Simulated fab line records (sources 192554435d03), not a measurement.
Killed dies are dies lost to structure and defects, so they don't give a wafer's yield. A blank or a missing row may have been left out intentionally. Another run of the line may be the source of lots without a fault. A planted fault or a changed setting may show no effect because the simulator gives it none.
Matching of chambers / flow n5-finfet / 4 sister chambers for N5_GATE_CUT_STRIP_41 on rie-diel-06
The step strips in CF4. 14 wafers are shown with their chamber, then 7 later ones without.

## EACH WAFER AND ITS CHAMBER
wafer=L077.4; chamber=2; showerhead-plenum-p-Torr (Torr)=1.83; drypump-motor-current-A (A)=5.2; throttle-valve-pct (%)=13.70
wafer=L077.5; chamber=2; showerhead-plenum-p-Torr (Torr)=1.83; drypump-motor-current-A (A)=5.2; throttle-valve-pct (%)=13.72
wafer=L077.6; chamber=3; showerhead-plenum-p-Torr (Torr)=1.84; drypump-motor-current-A (A)=5.8; throttle-valve-pct (%)=13.65
wafer=L079.2; chamber=0; showerhead-plenum-p-Torr (Torr)=1.85; drypump-motor-current-A (A)=5.8; throttle-valve-pct (%)=13.65
wafer=L079.4; chamber=0; showerhead-plenum-p-Torr (Torr)=1.85; drypump-motor-current-A (A)=5.7; throttle-valve-pct (%)=13.66
wafer=L079.6; chamber=2; showerhead-plenum-p-Torr (Torr)=1.83; drypump-motor-current-A (A)=5.2; throttle-valve-pct (%)=13.71
wafer=L081.3; chamber=2; showerhead-plenum-p-Torr (Torr)=1.83; drypump-motor-current-A (A)=5.2; throttle-valve-pct (%)=13.73
wafer=L081.5; chamber=0; showerhead-plenum-p-Torr (Torr)=1.84; drypump-motor-current-A (A)=5.7; throttle-valve-pct (%)=13.66
wafer=L081.6; chamber=3; showerhead-plenum-p-Torr (Torr)=1.84; drypump-motor-current-A (A)=5.8; throttle-valve-pct (%)=13.69
wafer=L084.1; chamber=2; showerhead-plenum-p-Torr (Torr)=1.83; drypump-motor-current-A (A)=5.2; throttle-valve-pct (%)=13.75
wafer=L084.3; chamber=0; showerhead-plenum-p-Torr (Torr)=1.84; drypump-motor-current-A (A)=5.8; throttle-valve-pct (%)=13.66
wafer=L084.6; chamber=1; showerhead-plenum-p-Torr (Torr)=1.77; drypump-motor-current-A (A)=5.9; throttle-valve-pct (%)=14.05
wafer=L085.1; chamber=2; showerhead-plenum-p-Torr (Torr)=1.83; drypump-motor-current-A (A)=5.2; throttle-valve-pct (%)=13.75
wafer=L085.2; chamber=1; showerhead-plenum-p-Torr (Torr)=1.77; drypump-motor-current-A (A)=5.9; throttle-valve-pct (%)=14.06

SIGNATURES (averages over the wafers above)
reading=showerhead-plenum-p-Torr; chamber 0=1.8450; chamber 1=1.7700; chamber 2=1.8300; chamber 3=1.8400; scatter within a chamber=0.00316
reading=drypump-motor-current-A; chamber 0=5.750; chamber 1=5.900; chamber 2=5.200; chamber 3=5.800; scatter within a chamber=0.0316
reading=throttle-valve-pct; chamber 0=13.6575; chamber 1=14.0550; chamber 2=13.7267; chamber 3=13.6700; scatter within a chamber=0.0175
Rule: distance of a wafer from a chamber = root of the sum over the readings of ((wafer's reading minus chamber's mean) / reading's scatter) squared. The wafer belongs to the nearest chamber; if the next one is less than 2 further off, it can't be placed. The scatter: the root of (the sum of the squares of (reading less its chamber's mean) over the shown wafers, divided by (wafers less chambers)).

## WAFERS WHOSE CHAMBER IS MISSING
wafer=L085.3; showerhead-plenum-p-Torr (Torr)=1.84; drypump-motor-current-A (A)=5.7; throttle-valve-pct (%)=13.68
wafer=L087.2; showerhead-plenum-p-Torr (Torr)=1.84; drypump-motor-current-A (A)=5.7; throttle-valve-pct (%)=13.68
wafer=L087.3; showerhead-plenum-p-Torr (Torr)=1.83; drypump-motor-current-A (A)=5.2; throttle-valve-pct (%)=13.76
wafer=L087.6; showerhead-plenum-p-Torr (Torr)=1.77; drypump-motor-current-A (A)=5.9; throttle-valve-pct (%)=14.06
wafer=L088.2; showerhead-plenum-p-Torr (Torr)=1.84; drypump-motor-current-A (A)=5.8; throttle-valve-pct (%)=13.10
wafer=L088.4; showerhead-plenum-p-Torr (Torr)=1.83; drypump-motor-current-A (A)=5.2; throttle-valve-pct (%)=13.76
wafer=L088.6; showerhead-plenum-p-Torr (Torr)=1.84; drypump-motor-current-A (A)=5.8; throttle-valve-pct (%)=13.10

## CHAMBER TAKEN BY EACH
wafer=L085.3; from the rows above=can't be placed: 0 or 3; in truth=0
wafer=L087.2; from the rows above=can't be placed: 0 or 3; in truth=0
wafer=L087.3; from the rows above=2; in truth=2
wafer=L087.6; from the rows above=1; in truth=1
wafer=L088.2; from the rows above=can't be placed: 0 or 3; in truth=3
wafer=L088.4; from the rows above=2; in truth=2
wafer=L088.6; from the rows above=can't be placed: 0 or 3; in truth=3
Placed correctly: 3 of 7. From these rows, 4 cannot be placed; in 4 the true chamber is one of the candidates. Placed wrongly: 0.
